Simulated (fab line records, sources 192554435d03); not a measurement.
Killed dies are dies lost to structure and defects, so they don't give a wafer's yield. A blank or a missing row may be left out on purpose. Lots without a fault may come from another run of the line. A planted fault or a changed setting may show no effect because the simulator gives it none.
Chamber matching | flow n5_finfet | N5_BEOL_M1_ETCHBACK_99 on rie_diel-03: 4 sister chambers
The step etches SiO2 in CHF3, target depth 5 nm, time 10.4 s. 8 wafers are shown with their chamber, then 7 later ones without.

WAFERS WITH THEIR CHAMBER
wafer  | chamber | throttle_valve_pct (%) | showerhead_plenum_p_Torr (Torr)
L080.5 | 3       | 16.98                  | 2.30
L085.1 | 0       | 16.63                  | 2.14
L085.2 | 2       | 16.72                  | 2.25
L090.2 | 1       | 17.51                  | 2.19
L090.4 | 0       | 16.63                  | 2.14
L090.5 | 3       | 16.99                  | 2.30
L092.1 | 1       | 17.51                  | 2.19
L092.4 | 2       | 16.74                  | 2.24

WAFERS WITHOUT THEIR CHAMBER
wafer  | throttle_valve_pct (%) | showerhead_plenum_p_Torr (Torr)
L092.6 | 17.00                  | 2.30
L093.1 | 17.01                  | 2.30
L093.5 | 16.99                  | 2.30
L093.6 | 16.65                  | 2.14
L095.2 | 16.67                  | 2.13
L095.3 | 17.53                  | 2.19
L095.5 | 16.65                  | 2.13

WHICH CHAMBER EACH WENT THROUGH
wafer  | from the rows above | in truth
L092.6 | 3                   | 3
L093.1 | 3                   | 3
L093.5 | 3                   | 3
L093.6 | 0                   | 0
L095.2 | 0                   | 0
L095.3 | 1                   | 1
L095.5 | 0                   | 0
Placed correctly: 7 of 7. Can't be placed from these rows: 0. Placed wrongly: 0.
How it was worked out, from the rows above alone: a wafer's distance from a chamber is the root of the sum, over the readings, of the square of ((its reading less the chamber's mean) divided by the reading's scatter). The wafer belongs to the nearest chamber; if the next one is less than 2 further off, it can't be placed. A chamber's mean is the mean of its shown wafers. The scatter: the root of (the sum of the squares of (reading less its chamber's mean) over the shown wafers, divided by (wafers less chambers)).
